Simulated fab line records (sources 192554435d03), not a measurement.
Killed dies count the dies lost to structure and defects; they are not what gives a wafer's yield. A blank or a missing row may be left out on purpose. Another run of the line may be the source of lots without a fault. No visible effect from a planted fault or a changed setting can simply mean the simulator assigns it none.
Matching of chambers + flow n5_finfet + N5_BEOL_M5_CURE_79 on uv_cure-02 has 3 sister chambers
The step cures SiCOH lowk, time 240 s. 24 wafers are shown with their chamber, then 12 later ones without.

## EACH WAFER AND ITS CHAMBER
| wafer  | chamber | wafer_temp_C_max | lamp_power_pct (%) |
|--------|---------|------------------|--------------------|
| L074.2 | 2       | 386.1            | 52.44              |
| L074.3 | 2       | 385.8            | 52.42              |
| L074.5 | 2       | 385.9            | 52.36              |
| L076.1 | 1       | 386.2            | 52.27              |
| L076.4 | 1       | 386.3            | 52.33              |
| L076.6 | 1       | 386.7            | 52.24              |
| L076.2 | 1       | 386.5            | 52.21              |
| L076.3 | 1       | 385.7            | 52.38              |
| L076.5 | 1       | 386.4            | 52.33              |
| L075.1 | 2       | 386.0            | 52.30              |
| L075.3 | 2       | 385.8            | 52.20              |
| L075.5 | 2       | 386.4            | 52.34              |
| L077.1 | 2       | 386.6            | 52.29              |
| L077.3 | 2       | 386.6            | 52.40              |
| L077.4 | 2       | 386.4            | 52.33              |
| L077.2 | 2       | 386.2            | 52.35              |
| L077.5 | 2       | 386.5            | 52.32              |
| L077.6 | 2       | 386.3            | 52.38              |
| L079.1 | 0       | 387.4            | 52.24              |
| L079.2 | 0       | 387.9            | 52.33              |
| L079.5 | 0       | 387.1            | 52.27              |
| L080.2 | 2       | 386.2            | 52.33              |
| L080.3 | 2       | 386.3            | 52.36              |
| L080.4 | 2       | 386.8            | 52.26              |

SIGNATURES, as means of the wafers listed above
| reading          | chamber 0 | chamber 1 | chamber 2 | scatter within a chamber |
|------------------|-----------|-----------|-----------|--------------------------|
| wafer_temp_C_max | 387.467   | 386.300   | 386.260   | 0.322                    |
| lamp_power_pct   | 52.2800   | 52.2933   | 52.3387   | 0.0609                   |
Rule: a wafer's distance from a chamber is the root of the sum, over the readings, of the square of ((its reading less the chamber's mean) divided by the reading's scatter). The wafer belongs to the nearest chamber; if the next one is less than 2 further off, it can't be placed. The scatter: the root of (the sum of the squares of (reading less its chamber's mean) over the shown wafers, divided by (wafers less chambers)).

## WAFERS WITH NO CHAMBER GIVEN
| wafer  | wafer_temp_C_max | lamp_power_pct (%) |
|--------|------------------|--------------------|
| L082.1 | 385.9            | 52.33              |
| L082.3 | 386.3            | 52.28              |
| L082.6 | 385.6            | 52.28              |
| L092.1 | 388.1            | 52.41              |
| L092.2 | 387.6            | 52.24              |
| L092.5 | 387.7            | 52.27              |
| L097.1 | 386.6            | 52.38              |
| L097.3 | 386.3            | 52.27              |
| L097.5 | 386.3            | 52.27              |
| L097.2 | 386.3            | 52.27              |
| L097.4 | 385.9            | 52.22              |
| L097.6 | 386.2            | 52.33              |

## EACH ONE'S CHAMBER
| wafer  | from the rows above          | in truth |
|--------|------------------------------|----------|
| L082.1 | can't be placed: 2 or 1      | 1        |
| L082.3 | can't be placed: 1 or 2      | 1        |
| L082.6 | can't be placed: 1 or 2      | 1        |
| L092.1 | 0                            | 0        |
| L092.2 | 0                            | 0        |
| L092.5 | 0                            | 0        |
| L097.1 | can't be placed: 2 or 1 or 0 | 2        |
| L097.3 | can't be placed: 1 or 2      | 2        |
| L097.5 | can't be placed: 1 or 2      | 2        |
| L097.2 | can't be placed: 1 or 2      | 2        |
| L097.4 | can't be placed: 1 or 2      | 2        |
| L097.6 | can't be placed: 2 or 1      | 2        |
Correctly placed: 3 of 12. Unplaceable from these rows: 9, with the true chamber sitting among the candidates in 9. Wrongly placed: 0.
